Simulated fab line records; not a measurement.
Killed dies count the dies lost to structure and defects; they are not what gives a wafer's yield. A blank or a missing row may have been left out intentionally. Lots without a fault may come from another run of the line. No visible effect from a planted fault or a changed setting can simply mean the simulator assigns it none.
Struck lot and sound lot, side by side || flow nand_harc || 18 steps out of a route of 1302
Sound: the wafers L699.2, L699.3, L699.6. Struck: wafer L705.5 (left out: L705.4, L705.6 of the same lot, which were not struck); the cause appears at the end.
Order at every step that has rows: each side's tool, ch and its chambers, its first start. Under that, the readings that differ: sound wafers || struck wafers || difference of the means || sigmas: that difference in standard deviations of wafers without a fault.
alike: readings whose means differ by less than 2 such deviations, and words and numbers that are the same on both sides. not compared: withheld readings, readings that some wafer has no value for, bounds like >300 that may hide the same value, and numbers for which the record gives no deviation and whose values overlap.
The two part at a step that has a row with sigmas, a row that says differs or no value, or rows on one side only. Numbers that have no deviation but don't overlap get no sigmas and don't part them. A reading missing from all wafers of one side parts the sides only when that side holds two or more wafers.

NHARC_A_SGD_CUT_CD_MEAS_09 targets a cd of 100 nm.
  sound on cd_sem-01 ch 0, day 20 01:52; struck on cd_sem-02 ch 0, day 22 15:59
  alike: cd_nm
NHARC_A_SGD_CUT_OVL_MEAS_10:
  struck on overlay-02, day 22 16:04; sound on overlay-01, day 20 01:58
  alike: overlay_x_nm, overlay_y_nm
NHARC_A_SGD_CUT_INSPECT_11:
  struck on defect_inspect-02, day 22 16:07; sound on defect_inspect-01, day 20 01:59
  alike: raw_defect_count
NHARC_A_SGD_CUT_DESCUM_14: chemistry O2, time 3 s.
  sound on rie_diel-13 ch 1,2,3, day 20 02:04; struck on rie_diel-03 ch 3, day 22 16:12
  alike: drypump_motor_current_A, oes_product_au, rf_vpp_V, showerhead_plenum_p_Torr, throttle_valve_pct
  not compared: rf_hours_counter_h
NHARC_A_SGD_CUT_ETCH_58: etches the open film in CF4, target depth 39 nm, time 65 s.
  sound on rie_diel-13 ch 1,2,3, day 20 02:09; struck on rie_diel-03 ch 3, day 22 16:17
  alike: drypump_motor_current_A, oes_product_au, rf_vpp_V, showerhead_plenum_p_Torr, throttle_valve_pct
  not compared: rf_hours_counter_h
NHARC_A_SGD_CUT_ETCH_59: etches the open film in N2/H2, target depth 260 nm, time 406.25 s.
  sound on rie_diel-13 ch 0,1,3; struck on rie_diel-03 ch 0
{"reading": "rf_vpp_V (V)", "sound": "425.4 427.7 429.4", "struck": 433.4, "difference": "+5.9", "sigmas": "+3"}
{"reading": "showerhead_plenum_p_Torr (Torr)", "sound": "1.92 1.93 1.96", "struck": 2.17, "difference": "+0.23", "sigmas": "+3"}
  alike: drypump_motor_current_A, oes_product_au, throttle_valve_pct
  not compared: rf_hours_counter_h
NHARC_A_SGD_CUT_ETCH_15: etches the open film in CH3F/O2, target depth 75 nm, time 64.3 s.
  sound on rie_diel-13 ch 0,1,3; struck on rie_diel-03 ch 0
{"reading": "rf_vpp_V (V)", "sound": "261.5 261.4 262.3", "struck": 265.6, "difference": "+3.9", "sigmas": "+3"}
{"reading": "showerhead_plenum_p_Torr (Torr)", "sound": "2.37 2.34 2.32", "struck": 2.60, "difference": "+0.26", "sigmas": "+3"}
  alike: drypump_motor_current_A, oes_product_au, throttle_valve_pct
  not compared: rf_hours_counter_h
NHARC_A_SGD_CUT_ETCH_16: etches the open film in C4F8/O2/Ar, target depth 310.5 nm, time 155.2 s.
  sound on rie_diel-13 ch 0,1; struck on rie_diel-03 ch 1
  alike: oes_product_au, rf_vpp_V
  not compared: rf_hours_counter_h
then, 4 steps without rows for these wafers: NHARC_A_SGD_CUT_STRIP_60 (strips in C4F8/O2/Ar); NHARC_A_SGD_CUT_STRIP_17 (strips in O2); NHARC_A_SGD_CUT_PRECLEAN_18 (cleans in SC1); NHARC_A_SGD_CUT_SRD_19.
NHARC_A_SGD_CUT_DEP_20: deposits SiO2, target thk 150 nm.
  sound on fcvd-01 ch 0,1, day 20 03:11; struck on fcvd-02 ch 0,1, day 22 17:30
then, 1 step without rows for these wafers: NHARC_A_SGD_CUT_ANNEAL_27 (time 1800 s).
NHARC_A_SGD_CUT_CMP_21: polishes, target thk 148.19 nm.
  sound on cmp-02 ch 0,1,3, day 20 07:51; struck on cmp-01 ch 1, day 22 22:29
{"reading": "time_to_endpoint_s (s)", "sound": "49.6 49.2 49.0", "struck": 37.9, "difference": -11.4, "sigmas": -5}
  alike: motor_current_A
NHARC_A_SGD_CUT_THK_MEAS_22: measures by ellipsometry.
  struck on film_metro-02, day 22 22:44; sound on film_metro-01, day 20 08:05
{"reading": "thk_nm (nm)", "sound": "145.1 147.9 148.3", "struck": 106.1, "difference": -41.0, "sigmas": -32}
then, 1 step without rows for these wafers: NHARC_A_SGD_CUT_SRD_23.
NHARC_END_SORT_01:
  the record has rows for the sound wafers here (prober-02 ch 0, day 25 05:25) and none for the struck ones

WHERE THEY PART
Last at NHARC_END_SORT_01 as far as this record goes, first at NHARC_A_SGD_CUT_ETCH_59.

WHY: whatever the simulator had introduced
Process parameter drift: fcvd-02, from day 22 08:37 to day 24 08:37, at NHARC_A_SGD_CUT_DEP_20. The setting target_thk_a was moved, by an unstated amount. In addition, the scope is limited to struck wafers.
